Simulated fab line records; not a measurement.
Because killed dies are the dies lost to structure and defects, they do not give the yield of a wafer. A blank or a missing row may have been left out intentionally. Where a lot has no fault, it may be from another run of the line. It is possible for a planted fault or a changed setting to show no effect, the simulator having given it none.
Lot-split experiment || flow n5Finfet || on a route of 1938 steps: 7 lots, 21 wafers read

## THE SPLIT
At N5_BEOL_M3_EXPOSE_08 (exposes mask M3), the setting doseMj was moved away from the recipe's 33 on 7 of the 21 wafers read, by -6.1% to +6.4%. For the rest of the wafers, this setting stayed at what the recipe calls for.

## FROM THE SPLIT TO THE READING: what the file shows between them, 2 steps
- N5_BEOL_M3_PEB_09: peb time 60 s
- N5_BEOL_M3_DEVELOP_10: develop time 30 s

## THE READING
At N5_BEOL_M3_CD_MEAS_11: cdNm in nanometres, against a target cd of 17.05 nm. A value of 17.07 nm with a standard deviation of 0.27 nm is what fault-free wafers of this fab line usually give.

{"wafer": "L076.2", "tool, chamber at the split": "euvScanner-01, 0", "doseMj as run": 33, "against the recipe": "recipe", "cdNm, nm": 16.69, "against lot-mates on the recipe": "-"}
{"wafer": "L076.3", "tool, chamber at the split": "euvScanner-01, 0", "doseMj as run": 33, "against the recipe": "recipe", "cdNm, nm": 16.81, "against lot-mates on the recipe": "-"}
{"wafer": "L076.4", "tool, chamber at the split": "euvScanner-01, 0", "doseMj as run": 33, "against the recipe": "recipe", "cdNm, nm": 17.10, "against lot-mates on the recipe": "-"}
{"wafer": "L078.1", "tool, chamber at the split": "euvScanner-02, 0", "doseMj as run": 33, "against the recipe": "recipe", "cdNm, nm": 16.94, "against lot-mates on the recipe": "-"}
{"wafer": "L078.4", "tool, chamber at the split": "euvScanner-02, 0", "doseMj as run": 33, "against the recipe": "recipe", "cdNm, nm": 16.90, "against lot-mates on the recipe": "-"}
{"wafer": "L078.6", "tool, chamber at the split": "euvScanner-02, 0", "doseMj as run": 33, "against the recipe": "recipe", "cdNm, nm": 16.94, "against lot-mates on the recipe": "-"}
{"wafer": "L079.1", "tool, chamber at the split": "euvScanner-01, 0", "doseMj as run": 33.85, "against the recipe": "+2.6%", "cdNm, nm": 17.37, "against lot-mates on the recipe": "+0.40"}
{"wafer": "L079.2", "tool, chamber at the split": "euvScanner-01, 0", "doseMj as run": 33.85, "against the recipe": "+2.6%", "cdNm, nm": 17.67, "against lot-mates on the recipe": "+0.70"}
{"wafer": "L079.4", "tool, chamber at the split": "euvScanner-01, 0", "doseMj as run": 33, "against the recipe": "recipe", "cdNm, nm": 16.97, "against lot-mates on the recipe": "-"}
{"wafer": "L084.1", "tool, chamber at the split": "euvScanner-02, 0", "doseMj as run": 35.1, "against the recipe": "+6.4%", "cdNm, nm": 18.16, "against lot-mates on the recipe": "+0.87"}
{"wafer": "L084.3", "tool, chamber at the split": "euvScanner-02, 0", "doseMj as run": 33, "against the recipe": "recipe", "cdNm, nm": 17.29, "against lot-mates on the recipe": "-"}
{"wafer": "L084.6", "tool, chamber at the split": "euvScanner-02, 0", "doseMj as run": 35.1, "against the recipe": "+6.4%", "cdNm, nm": 18.36, "against lot-mates on the recipe": "+1.07"}
{"wafer": "L087.1", "tool, chamber at the split": "euvScanner-02, 0", "doseMj as run": 33, "against the recipe": "recipe", "cdNm, nm": 16.40, "against lot-mates on the recipe": "-"}
{"wafer": "L087.4", "tool, chamber at the split": "euvScanner-02, 0", "doseMj as run": 35.04, "against the recipe": "+6.2%", "cdNm, nm": 17.98, "against lot-mates on the recipe": "+1.58"}
{"wafer": "L087.5", "tool, chamber at the split": "euvScanner-02, 0", "doseMj as run": 35.04, "against the recipe": "+6.2%", "cdNm, nm": 18.01, "against lot-mates on the recipe": "+1.61"}
{"wafer": "L088.1", "tool, chamber at the split": "euvScanner-02, 0", "doseMj as run": 33, "against the recipe": "recipe", "cdNm, nm": 17.03, "against lot-mates on the recipe": "-"}
{"wafer": "L088.5", "tool, chamber at the split": "euvScanner-02, 0", "doseMj as run": 33, "against the recipe": "recipe", "cdNm, nm": 17.01, "against lot-mates on the recipe": "-"}
{"wafer": "L088.6", "tool, chamber at the split": "euvScanner-02, 0", "doseMj as run": 33, "against the recipe": "recipe", "cdNm, nm": 17.22, "against lot-mates on the recipe": "-"}
{"wafer": "L090.3", "tool, chamber at the split": "euvScanner-01, 0", "doseMj as run": 33, "against the recipe": "recipe", "cdNm, nm": 16.40, "against lot-mates on the recipe": "-"}
{"wafer": "L090.5", "tool, chamber at the split": "euvScanner-01, 0", "doseMj as run": 33, "against the recipe": "recipe", "cdNm, nm": 16.97, "against lot-mates on the recipe": "-"}
{"wafer": "L090.6", "tool, chamber at the split": "euvScanner-01, 0", "doseMj as run": 30.98, "against the recipe": "-6.1%", "cdNm, nm": 14.98, "against lot-mates on the recipe": -1.70}

FIT RESULTS
A straight line over all 21 wafers: cdNm changes by +0.226 nm for each +1% of doseMj; r = +0.93; the points scatter about the line by 0.27 nm.
The same after taking each lot's own level away (the mean of its wafers on the recipe; 21 wafers): +0.222 nm for each +1%; r = +0.95; scatter 0.22 nm.
That fit puts the effect of the largest move of doseMj on the reading at 1.4 nm.
From 16.400 to 17.290 nm: that is the span of the lots' own levels, equal to 3.3 times the standard deviation above.
The two slopes agree, so the slope changes little with the lot-to-lot level.
Check: with one of the wafers moved furthest among these (+6.4%) left out of the fit, the line predicts +1.5 nm for it against its lot-mates. Against them it came out at +0.87 nm.

## THESE WAFERS: OTHER SPLITS
Other splits were also applied to these wafers ahead of the reading. Each is held against what the fit with the lots' levels taken away leaves over:
{"other split on the same wafers": "N5_BEOL_M0_SAQP_SPACER2_ALD_26 targetThkA", "wafers away from the commonest value": 9, "r with cdNm (lot level and that fit taken away)": -0.22}
{"other split on the same wafers": "N5_BEOL_M0_ETCH_109 biasW", "wafers away from the commonest value": 9, "r with cdNm (lot level and that fit taken away)": -0.43}
{"other split on the same wafers": "N5_BEOL_M1_EXPOSE_25 doseMj", "wafers away from the commonest value": 6, "r with cdNm (lot level and that fit taken away)": -0.36}
{"other split on the same wafers": "N5_BEOL_M3_ILD_DEP_00 timeS", "wafers away from the commonest value": 8, "r with cdNm (lot level and that fit taken away)": -0.10}

## THE WHOLE CHAIN: every reading that the file lists as answering this split, in the file's order
{"step": "N5_BEOL_M3_CD_MEAS_11", "what it does": "target cd 17.05 nm", "reading": "cdNm", "change (the file's fit)": "+0.227 nm for each +1% of the setting", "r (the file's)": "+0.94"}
{"step": "N5_BEOL_M3_ETCH_74", "what it does": "etches underlayer in N2/H2, target depth 6.5 nm, time 5.2 s", "reading": "BEOL_M3.cdOffsetNm (the simulator's own value, which no gauge read)", "change (the file's fit)": "+0.202 nm for each +1% of the setting", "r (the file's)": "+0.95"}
{"step": "N5_BEOL_M3_ETCH_63", "what it does": "etches SiARC in CF4, target depth 15.6 nm, time 26 s", "reading": "BEOL_M3.cdOffsetNm (the simulator's own value, which no gauge read)", "change (the file's fit)": "+0.189 nm for each +1% of the setting", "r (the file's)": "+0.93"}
{"step": "N5_BEOL_M3_HM_OPEN_17", "what it does": "chemistry Cl2/BCl3, target TiN, target depth 20 nm, overetch 6 nm", "reading": "BEOL_M3.cdOffsetNm (the simulator's own value, which no gauge read)", "change (the file's fit)": "+0.209 nm for each +1% of the setting", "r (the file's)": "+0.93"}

## FILE'S OWN FIT
cdNm changes by +0.227 nm for each +1% of doseMj, r = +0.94.
